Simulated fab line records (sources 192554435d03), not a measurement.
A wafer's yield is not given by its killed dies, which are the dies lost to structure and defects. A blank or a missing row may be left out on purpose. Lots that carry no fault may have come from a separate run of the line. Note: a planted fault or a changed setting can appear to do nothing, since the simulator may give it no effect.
Chamber matching | flow n5 finfet | 4 sister chambers for N5_MOL_CONTACT_COAG_ALD_20 on ald metal-02
The step deposits TiN, target thk 1.5 nm, pulse time 1 s, purge time 3 s. 22 wafers are shown with their chamber, then 11 later ones without.

## EACH WAFER AND ITS CHAMBER
wafer  | chamber | heater power w (W) | precursor pulse height rel
L074.2 | 0       | 1099               | 0.962
L074.3 | 3       | 847                | 0.986
L074.6 | 0       | 1094               | 1.022
L075.1 | 1       | 882                | 0.974
L075.2 | 2       | 809                | 1.028
L075.5 | 3       | 839                | 1.017
L076.2 | 3       | 866                | 1.010
L076.5 | 0       | 1075               | 1.027
L076.6 | 1       | 871                | 0.987
L079.3 | 1       | 874                | 0.975
L079.4 | 3       | 831                | 0.990
L079.6 | 1       | 865                | 0.991
L080.3 | 1       | 891                | 0.991
L080.4 | 2       | 784                | 0.989
L080.5 | 0       | 1082               | 1.009
L083.3 | 2       | 794                | 0.994
L083.5 | 2       | 779                | 0.996
L083.6 | 1       | 865                | 1.024
L087.1 | 1       | 877                | 0.977
L087.2 | 0       | 1070               | 1.048
L087.3 | 2       | 766                | 0.998
L086.3 | 3       | 822                | 1.000

SIGNATURES (means of the wafers above)
reading                    | chamber 0 | chamber 1 | chamber 2 | chamber 3 | scatter within a chamber
heater power w             | 1084.00   | 875.00    | 786.40    | 841.00    | 13.5
precursor pulse height rel | 1.01360   | 0.98843   | 1.00100   | 1.00060   | 0.0205
Rule: distance of a wafer from a chamber = root of the sum over the readings of ((wafer's reading minus chamber's mean) / reading's scatter) squared. If the next closest chamber is less than 2 further off than the closest, the wafer can't be placed; otherwise it belongs to the closest. The scatter: the root of (the sum of the squares of (reading less its chamber's mean) over the shown wafers, divided by (wafers less chambers)).

## WAFERS WHOSE CHAMBER IS MISSING
wafer  | heater power w (W) | precursor pulse height rel
L086.4 | 886                | 0.989
L086.6 | 760                | 0.979
L090.3 | 798                | 0.998
L090.4 | 883                | 1.028
L090.6 | 840                | 1.007
L093.1 | 862                | 1.011
L093.5 | 865                | 0.999
L093.6 | 781                | 1.014
L092.4 | 767                | 0.993
L092.5 | 783                | 0.966
L092.6 | 877                | 0.992

## WHICH CHAMBER EACH ONE RAN IN
wafer  | from the rows above     | in truth
L086.4 | 1                       | 1
L086.6 | 2                       | 2
L090.3 | 2                       | 2
L090.4 | can't be placed: 1 or 3 | 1
L090.6 | 3                       | 3
L093.1 | can't be placed: 1 or 3 | 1
L093.5 | can't be placed: 1 or 3 | 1
L093.6 | 2                       | 2
L092.4 | 2                       | 2
L092.5 | 2                       | 2
L092.6 | 1                       | 1
Correct placement for 8 of the 11. From these rows, 3 cannot be placed; in 3 the true chamber is one of the candidates. Wrongly placed: 0.
